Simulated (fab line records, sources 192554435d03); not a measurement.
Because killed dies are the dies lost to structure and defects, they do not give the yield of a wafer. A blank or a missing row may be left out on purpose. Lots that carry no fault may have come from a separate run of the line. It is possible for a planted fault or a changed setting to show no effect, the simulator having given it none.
fab line records	flow n5_finfet	part 1 of 2: steps 1 to 4 of 6
record lots=24	wafers=72	last_day=22
route steps=1938 shown GATE_CUT@514 MOL_CONTACT_COAG@561
lots that met no fault: from a run of the same line without faults
start_h: hours from the record's opening day to when the first of the lot's shown wafers began	wait_h: hours elapsed since this lot's preceding step	" same as the row above	L1.1+2: a row that stands for several wafers	- no value present, or no start provided	* or withheld: withheld	< > ~ a bound
route shown NAME@n: NAME is a module with steps in the file, n the number in the route of the first one	usual: the fault-free wafers' mean and standard deviation	same: alike in all rows	chamber/n: place in a boat	sites: each site's reading	_std_site: standard deviation across them	_edge_site: mean of outer sites minus mean of inner sites	radius_mm: for every site, how far away it sits from the centre of the wafer	mask NAME#n: copy n	behind: the last tool/chamber to shape the wafer	hold: why the lot went on hold/how many hours it stayed there/how the hold came to an end	device: the n, p or np transistor that did not switch	end of line: the same wafers' tests at the end of the route	step lacking rows: just its recipe	killed: not the wafer's yield, but the dies lost to structure and defects at the first sort	map: the dies of a wafer, with x for killed, . for not killed, _ for no die there
set.NAME: the setting as run; set.NAME@STEP: as run at that earlier step	model.NAME: the simulator's own value behind a step, which no gauge read
the route's steps for a sample of lots (tables are steps, rows are wafers)
services: the hour from which a tool's chamber was out of use, counted from the record's first day as start_h (under 0 if before that day), plus the number of hours and why
## steps
# step N5_GATE_CUT_CMP_61
# recipe stop_on=SiNx	t_overpolish_s=3	post_cmp_clean=alkaline_brush	down_force_psi=4	platen_rpm=27.09	pad_velocity_m_s=0.539
# usual motor_current_A=12.4/1.2
lot.wafer	tool	chamber	start_h	wait_h	motor_current_A
L074.1	cmp-04	0	88.04	0.3	11.9
L074.3	"	2	"	"	11.8
L074.5	"	3	"	"	13.4
L075.4	cmp-04	1	98.73	0.3	14.9
L075.2	"	2	"	"	11.9
L075.5	"	0	"	"	12.0
L076.4	cmp-04	1	101.67	0.2	14.2
L076.6	"	2	"	"	11.8
L076.5	"	3	"	"	13.4
L077.4	cmp-01	1	106.23	0.4	9.6
L077.1	"	2	"	"	14.0
L077.6	"	2	"	"	14.0
L078.4	cmp-04	2	110.37	0.4	12.4
L078.6	"	2	"	"	12.1
L078.5	"	3	"	"	13.9
L079.1	cmp-03	0	117.92	0.3	11.3
L079.3	"	1	"	"	12.6
L079.4	"	2	"	"	11.2
L080.4	cmp-03	1	124.44	0.3	12.1
L080.3	"	2	"	"	11.0
L080.5	"	0	"	"	11.0
L081.1	cmp-04	3	129.01	0.3	13.3
L081.2	"	0	"	"	12.3
L081.4	"	1	"	"	14.2
L082.3	cmp-04	0	137.61	0.3	11.4
L082.1	"	2	"	"	11.7
L082.6	"	3	"	"	13.1
L083.2	cmp-03	2	146.27	0.4	10.9
L083.3	"	3	"	"	12.9
L083.4	"	0	"	"	11.8
L084.4	cmp-01	0	148.28	0.2	12.9
L084.5	"	1	"	"	9.8
L084.6	"	2	"	"	14.0
L085.1	cmp-03	3	155.05	0.3	13.4
L085.2	"	1	"	"	13.0
L085.6	"	3	"	"	12.8
L086.3	cmp-03	2	160.72	0.3	10.8
L086.6	"	1	"	"	12.0
L086.5	"	2	"	"	11.5
L087.2	cmp-04	2	167.11	0.4	12.2
L087.4	"	0	"	"	11.3
L087.6	"	3	"	"	13.3
L088.2	cmp-04	0	171.37	0.4	12.4
L088.6	"	0	"	"	11.2
L088.5	"	1	"	"	14.8
L089.3	cmp-01	2	177.21	0.4	13.6
L089.1	"	3	"	"	13.6
L089.2	"	0	"	"	12.2
L090.3	cmp-04	2	184.35	0.4	11.5
L090.5	"	2	"	"	12.4
L090.6	"	3	"	"	13.4
L091.1	cmp-01	3	187.50	0.4	13.2
L091.2	"	1	"	"	9.3
L091.3	"	2	"	"	13.5
L092.2	cmp-03	3	195.76	0.3	12.6
L092.1	"	0	"	"	11.6
L092.5	"	1	"	"	12.3
L093.4	cmp-03	2	199.53	0.4	10.7
L093.1	"	3	"	"	12.6
L093.5	"	3	"	"	12.7
L094.1	cmp-03	0	206.44	0.4	11.8
L094.6	"	0	"	"	11.5
L094.5	"	1	"	"	11.8
L095.4	cmp-01	1	213.60	0.4	9.0
L095.5	"	1	"	"	10.0
L095.6	"	2	"	"	13.8
L096.4	cmp-04	1	220.88	0.4	14.4
L096.3	"	0	"	"	11.6
L096.6	"	2	"	"	12.0
L097.4	cmp-04	3	230.54	0.3	13.2
L097.3	"	1	"	"	14.4
L097.5	"	2	"	"	12.2
# step N5_MOL_CONTACT_COAG_THK_MEAS_29
# recipe reads=SiNx_of_GATE_CUT_PECVD_57+SiNx_of_GATE_CUT_SAC_CAP_01
# usual MD_CAP_THK=17.94/0.075
lot.wafer	tool	chamber	start_h	wait_h	MD_CAP_THK[nm]
L074.1	film_metro-01	-	97.66	-	17.97
L074.3	"	-	"	"	17.94
L074.5	"	-	"	"	18.04
L075.2	film_metro-01	-	107.82	-	17.95
L075.4	"	-	"	"	17.91
L075.5	"	-	"	"	17.76
L076.4	film_metro-01	-	112.08	-	18.02
L076.5	"	-	"	"	17.88
L076.6	"	-	"	"	17.85
L077.1	film_metro-01	-	115.46	-	17.89
L077.4	"	-	"	"	17.97
L077.6	"	-	"	"	17.98
L078.4	film_metro-02	-	120.49	-	17.90
L078.5	"	-	"	"	17.90
L078.6	"	-	"	"	17.82
L079.1	film_metro-01	-	130.00	-	17.93
L079.3	"	-	"	"	18.00
L079.4	"	-	"	"	17.94
L080.3	film_metro-01	-	132.80	-	17.94
L080.4	"	-	"	"	17.99
L080.5	"	-	"	"	18.03
L081.1	film_metro-02	-	138.62	-	17.84
L081.2	"	-	"	"	17.89
L081.4	"	-	"	"	17.85
L082.1	film_metro-01	-	146.05	-	17.91
L082.3	"	-	"	"	17.85
L082.6	"	-	"	"	17.94
L083.2	film_metro-01	-	157.63	-	17.92
L083.3	"	-	"	"	17.94
L083.4	"	-	"	"	17.89
L084.4	film_metro-02	-	158.15	-	17.99
L084.5	"	-	"	"	18.04
L084.6	"	-	"	"	17.96
L085.1	film_metro-01	-	165.14	-	17.89
L085.2	"	-	"	"	17.95
L085.6	"	-	"	"	17.86
L086.3	film_metro-02	-	170.55	-	17.78
L086.5	"	-	"	"	17.87
L086.6	"	-	"	"	17.84
L087.2	film_metro-01	-	176.80	-	17.87
L087.4	"	-	"	"	17.87
L087.6	"	-	"	"	17.98
L088.2	film_metro-01	-	179.85	-	18.06
L088.5	"	-	"	"	18.11
L088.6	"	-	"	"	17.94
L089.1	film_metro-01	-	186.85	-	17.95
L089.2	"	-	"	"	17.84
L089.3	"	-	"	"	17.94
L090.3	film_metro-01	-	193.83	-	18.03
L090.5	"	-	"	"	17.97
L090.6	"	-	"	"	17.99
L091.1	film_metro-01	-	198.79	-	17.87
L091.2	"	-	"	"	17.88
L091.3	"	-	"	"	17.91
L092.1	film_metro-01	-	206.34	-	17.93
L092.2	"	-	"	"	18.01
L092.5	"	-	"	"	17.89
L093.1	film_metro-01	-	209.93	-	17.93
L093.4	"	-	"	"	17.87
L093.5	"	-	"	"	17.87
L094.1	film_metro-02	-	215.06	-	18.05
L094.5	"	-	"	"	18.06
L094.6	"	-	"	"	18.05
L095.4	film_metro-02	-	221.78	-	17.87
L095.5	"	-	"	"	17.90
L095.6	"	-	"	"	17.89
L096.3	film_metro-01	-	228.34	-	17.93
L096.4	"	-	"	"	18.02
L096.6	"	-	"	"	17.93
L097.3	film_metro-02	-	239.47	-	17.95
L097.4	"	-	"	"	17.97
L097.5	"	-	"	"	18.03
# step N5_MOL_CONTACT_COAG_DESCUM_88
# recipe chemistry=O2	time_s=7	source_power_w=50	bias_power_w=20	pressure_mtorr=20	rf_frequency_hz=2.712e+07	temp_c=40	resist=CAR-EUV	o2_flow_sccm=225
# usual drypump_motor_current_A=5.7/0.35	oes_product_au=0.79/0.09	rf_vpp_V=243.4/1.5	showerhead_plenum_p_Torr=2.11/0.083	throttle_valve_pct=20.48/0.14
# same time_s=7
lot.wafer	tool	chamber	start_h	wait_h	drypump_motor_current_A	oes_product_au	rf_hours_counter_h	rf_vpp_V	showerhead_plenum_p_Torr	throttle_valve_pct
L074.1	rie_diel-02	3	99.38	0.2	5.6	0.79	117	241.7	2.02	20.58
L074.3	"	1	"	"	5.7	0.75	138	244.5	2.19	20.37
L074.5	"	1	"	"	5.8	0.76	-	244.6	2.19	20.38
L075.2	rie_diel-02	2	109.32	0.4	5.7	0.84	72	243.7	2.20	20.44
L075.4	"	1	"	"	5.8	0.76	142	244.7	2.19	20.37
L075.5	"	0	"	"	5.6	0.72	-	242.5	2.00	20.35
L076.4	rie_diel-02	2	113.10	0.0	5.7	0.83	73	244.8	2.20	20.44
L076.5	"	1	"	"	5.7	0.76	-	243.2	2.19	20.38
L076.6	"	2	"	"	5.7	0.82	-	244.1	2.20	20.45
L077.1	rie_diel-04	3	116.62	0.1	5.1	0.72	211	244.5	2.16	20.61
L077.4	"	0	"	"	6.1	0.69	236	241.6	1.97	20.55
L077.6	"	2	"	"	5.1	0.72	-	242.8	2.07	20.44
L078.4	rie_diel-04	3	121.61	0.0	5.1	0.72	212	244.7	2.16	20.63
L078.5	"	1	"	"	5.6	0.94	-	242.7	2.05	20.51
L078.6	"	2	"	"	5.2	0.72	-	241.6	2.07	20.45
L079.1	rie_diel-02	2	131.00	0.0	5.7	0.81	79	244.4	2.20	20.46
L079.3	"	3	"	"	5.6	0.80	127	241.2	2.02	20.59
L079.4	"	0	"	"	5.6	0.73	178	243.7	2.00	20.36
L080.3	rie_diel-02	1	133.96	0.2	5.7	0.76	150	243.5	2.18	20.40
L080.4	"	3	"	"	5.6	0.80	128	241.5	2.02	20.60
L080.5	"	0	"	"	5.6	0.72	-	242.3	2.00	20.36
L081.1	rie_diel-04	1	139.74	0.2	5.6	0.93	26	243.9	2.04	20.52
L081.2	"	2	"	"	5.1	0.71	196	240.5	2.07	20.46
L081.4	"	0	"	"	6.1	0.68	244	241.8	1.97	20.57
L082.1	rie_diel-02	2	147.07	0.0	5.7	0.81	85	245.6	2.20	20.47
L082.3	"	0	"	"	5.6	0.71	184	241.1	2.00	20.36
L082.6	"	3	"	"	5.6	0.79	-	242.1	2.01	20.60
L083.2	rie_diel-02	3	158.91	0.0	5.6	0.79	139	243.4	2.01	20.61
L083.3	"	2	"	"	5.7	0.81	90	243.3	2.19	20.48
L083.4	"	1	"	"	5.8	0.74	159	245.5	2.18	20.42
L084.4	rie_diel-04	3	159.19	0.0	5.1	0.71	-	244.3	2.16	20.64
L084.5	"	2	"	"	5.2	0.71	-	242.7	2.06	20.46
L084.6	"	1	"	"	5.6	0.92	-	242.6	2.04	20.53
L085.1	rie_diel-02	2	166.27	0.0	5.7	0.81	92	246.1	2.19	20.48
L085.2	"	0	"	"	5.6	0.72	187	243.2	2.00	20.38
L085.6	"	3	"	"	5.6	0.77	-	241.8	2.01	20.62
L086.3	rie_diel-05	0	171.60	0.1	6.3	0.92	14	242.6	2.14	20.35
L086.5	"	3	"	"	6.6	0.70	-	245.3	2.17	20.59
L086.6	"	0	"	"	6.3	0.92	-	244.4	2.14	20.36
L087.2	rie_diel-05	0	178.10	0.0	6.3	0.91	16	242.8	2.14	20.36
L087.4	"	2	"	"	5.7	0.70	224	243.3	2.15	20.78
L087.6	"	0	"	"	6.3	0.91	-	244.8	2.14	20.37
L088.2	rie_diel-04	2	181.03	0.1	5.2	0.69	213	242.4	2.06	20.48
L088.5	"	2	"	"	5.2	0.70	-	241.9	2.06	20.49
L088.6	"	1	"	"	5.6	0.90	-	244.2	2.04	20.54
L089.1	rie_diel-02	1	188.36	0.5	5.7	0.73	171	244.5	2.18	20.44
L089.2	"	3	"	"	5.6	0.77	149	241.8	2.01	20.62
L089.3	"	2	"	"	5.7	0.80	101	244.9	2.19	20.50
L090.3	rie_diel-02	0	194.95	0.0	5.6	0.71	199	242.0	1.99	20.39
L090.5	"	2	"	"	5.7	0.79	-	243.2	2.19	20.50
L090.6	"	3	"	"	5.6	0.76	-	241.8	2.01	20.62
L091.1	rie_diel-04	3	199.88	0.1	5.2	0.69	245	245.1	2.15	20.67
L091.2	"	2	"	"	5.2	0.69	220	242.3	2.06	20.50
L091.3	"	1	"	"	5.6	0.88	50	243.0	2.03	20.57
L092.1	rie_diel-04	2	207.78	0.5	5.2	0.68	223	242.2	2.06	20.50
L092.2	"	3	"	"	5.1	0.69	248	243.7	2.15	20.68
L092.5	"	3	"	"	5.1	0.69	-	244.2	2.15	20.67
L093.1	rie_diel-05	2	211.02	0.1	5.7	0.69	234	244.9	2.15	20.81
L093.4	"	0	"	"	6.3	0.89	28	243.8	2.13	20.36
L093.5	"	1	"	"	5.4	0.94	-	245.8	2.24	20.18
L094.1	rie_diel-04	2	216.11	0.1	5.2	0.68	226	243.0	2.06	20.49
L094.5	"	1	"	"	5.6	0.87	-	241.6	2.03	20.57
L094.6	"	0	"	"	6.1	0.94	-	244.3	2.23	20.25
L095.4	rie_diel-04	2	222.92	0.0	5.2	0.68	-	242.1	2.05	20.52
L095.5	"	1	"	"	5.6	0.87	-	241.3	2.03	20.58
L095.6	"	0	"	"	6.1	0.94	-	245.1	2.22	20.25
L096.3	rie_diel-02	3	229.78	0.0	5.6	0.76	162	241.3	2.00	20.64
L096.4	"	0	"	"	5.6	0.70	209	241.7	1.99	20.41
L096.6	"	1	"	"	5.7	0.72	-	244.4	2.17	20.45
L097.3	rie_diel-05	0	240.59	0.0	6.3	0.87	38	245.6	2.13	20.39
L097.4	"	3	"	"	6.6	0.69	213	243.7	2.17	20.63
L097.5	"	1	"	"	5.4	0.91	-	244.8	2.23	20.21
# step N5_MOL_CONTACT_COAG_ETCHBACK_135
# recipe chemistry=CHF3	target=SiO2	target_depth_a=250	time_s=16.7	ion_energy_ev=200	pressure_mtorr=30	source_w=610	bias_w=170	Ar_flow_sccm=200	CHF3_flow_sccm=50
# usual drypump_motor_current_A=5.7/0.45	oes_product_au=0.77/0.1	rf_vpp_V=524/5	showerhead_plenum_p_Torr=2.39/0.085	throttle_valve_pct=18.81/0.14
# same time_s=16.7
lot.wafer	tool	chamber	start_h	wait_h	drypump_motor_current_A	oes_product_au	rf_hours_counter_h	rf_vpp_V	showerhead_plenum_p_Torr	throttle_valve_pct
L074.1	rie_diel-04	3	100.76	0.0	5.1	0.71	205	526	2.45	18.85
L074.3	"	2	"	"	5.1	0.72	181	519	2.37	18.79
L074.5	"	0	"	"	6.1	0.69	-	521	2.25	18.85
L075.2	rie_diel-04	2	110.09	0.0	5.2	0.72	185	519	2.37	18.81
L075.4	"	0	"	"	6.1	0.69	234	520	2.25	18.87
L075.5	"	1	"	"	5.6	0.95	-	525	2.33	18.79
L076.4	rie_diel-04	1	113.53	0.0	5.6	0.95	16	523	2.33	18.79
L076.5	"	3	"	"	5.1	0.72	-	526	2.45	18.85
L076.6	"	2	"	"	5.1	0.73	-	519	2.37	18.81
L077.1	rie_diel-04	0	117.17	0.0	6.1	0.68	236	520	2.25	18.88
L077.4	"	2	"	"	5.1	0.72	188	520	2.37	18.81
L077.6	"	3	"	"	5.1	0.71	-	525	2.45	18.84
L078.4	rie_diel-02	3	122.05	0.0	5.6	0.79	125	523	2.30	18.88
L078.5	"	3	"	"	5.6	0.79	-	521	2.30	18.87
L078.6	"	2	"	"	5.7	0.83	-	533	2.50	18.74
L079.1	rie_diel-05	1	131.68	0.0	5.4	0.68	240	516	2.26	18.86
L079.3	"	3	"	"	6.6	0.72	172	522	2.47	18.82
L079.4	"	3	"	"	6.6	0.72	-	521	2.47	18.81
L080.3	rie_diel-05	1	134.41	0.0	5.4	0.67	241	514	2.26	18.84
L080.4	"	2	"	"	5.7	0.70	-	518	2.46	19.11
L080.5	"	1	"	"	5.4	0.67	-	514	2.26	18.84
L081.1	rie_diel-04	2	140.28	0.0	5.2	0.71	196	520	2.36	18.82
L081.2	"	0	"	"	6.1	0.68	244	521	2.25	18.88
L081.4	"	1	"	"	5.6	0.93	26	524	2.33	18.82
L082.1	rie_diel-05	3	147.60	0.0	6.6	0.71	180	522	2.46	18.83
L082.3	"	1	"	"	5.4	0.67	246	516	2.26	18.86
L082.6	"	1	"	"	5.4	0.67	-	515	2.26	18.86
L083.2	rie_diel-05	3	159.49	0.0	6.6	0.71	184	521	2.46	18.82
L083.3	"	0	"	"	6.3	0.94	9	536	2.43	18.59
L083.4	"	0	"	"	6.3	0.94	-	536	2.43	18.58
L084.4	rie_diel-04	1	159.73	0.0	5.5	0.92	-	525	2.33	18.81
L084.5	"	3	"	"	5.1	0.70	-	525	2.44	18.87
L084.6	"	2	"	"	5.2	0.70	-	519	2.36	18.84
L085.1	rie_diel-05	0	166.71	0.0	6.3	0.93	12	536	2.43	18.60
L085.2	"	3	"	"	6.5	0.71	187	523	2.46	18.84
L085.6	"	3	"	"	6.6	0.70	-	521	2.46	18.83
L086.3	rie_diel-02	3	172.05	0.0	5.6	0.77	143	522	2.29	18.89
L086.5	"	0	"	"	5.6	0.72	-	527	2.28	18.70
L086.6	"	1	"	"	5.8	0.74	-	522	2.47	18.71
L087.2	rie_diel-04	0	179.84	0.0	6.1	1.02	1	528	2.53	18.50
L087.4	"	1	"	"	5.6	0.90	42	525	2.32	18.82
L087.6	"	1	"	"	5.6	0.90	-	525	2.32	18.84
L088.2	rie_diel-04	3	181.61	0.0	5.1	0.70	237	524	2.44	18.87
L088.5	"	2	"	"	5.2	0.70	-	518	2.36	18.86
L088.6	"	3	"	"	5.1	0.69	-	525	2.44	18.88
L089.1	rie_diel-04	3	188.80	0.0	5.1	0.69	240	524	2.43	18.89
L089.2	"	2	"	"	5.2	0.69	215	520	2.36	18.87
L089.3	"	1	"	"	5.6	0.89	45	524	2.32	18.83
L090.3	rie_diel-04	3	195.49	0.0	5.1	0.69	243	525	2.43	18.90
L090.5	"	2	"	"	5.2	0.70	-	519	2.35	18.86
L090.6	"	1	"	"	5.5	0.89	-	524	2.32	18.85
L091.1	rie_diel-02	2	200.32	0.0	5.7	0.80	104	534	2.49	18.80
L091.2	"	3	"	"	5.6	0.76	153	522	2.29	18.90
L091.3	"	1	"	"	5.7	0.74	175	523	2.46	18.73
L092.1	rie_diel-05	2	208.21	0.0	5.7	0.69	233	517	2.45	19.14
L092.2	"	1	"	"	5.4	0.94	11	521	2.54	18.49
L092.5	"	2	"	"	5.7	0.69	-	518	2.45	19.15
L093.1	rie_diel-02	0	211.46	0.0	5.6	0.71	203	525	2.27	18.73
L093.4	"	1	"	"	5.8	0.73	177	523	2.46	18.73
L093.5	"	3	"	"	5.6	0.76	-	522	2.28	18.91
L094.1	rie_diel-04	1	216.55	0.0	5.5	0.88	56	523	2.32	18.85
L094.5	"	0	"	"	6.1	0.94	-	529	2.52	18.53
L094.6	"	1	"	"	5.6	0.88	-	524	2.32	18.87
L095.4	rie_diel-04	0	223.35	0.0	6.1	0.93	-	529	2.52	18.52
L095.5	"	2	"	"	5.2	0.68	-	519	2.35	18.89
L095.6	"	1	"	"	5.5	0.86	-	524	2.32	18.86
L096.3	rie_diel-05	1	230.28	0.0	5.4	0.92	18	523	2.53	18.48
L096.4	"	0	"	"	6.3	0.89	34	536	2.42	18.65
L096.6	"	3	"	"	6.6	0.70	-	522	2.45	18.87
L097.3	rie_diel-02	0	241.58	0.0	5.6	0.69	214	526	2.27	18.73
L097.4	"	2	"	"	5.6	0.78	117	532	2.48	18.82
L097.5	"	1	"	"	5.8	0.72	-	523	2.46	18.74
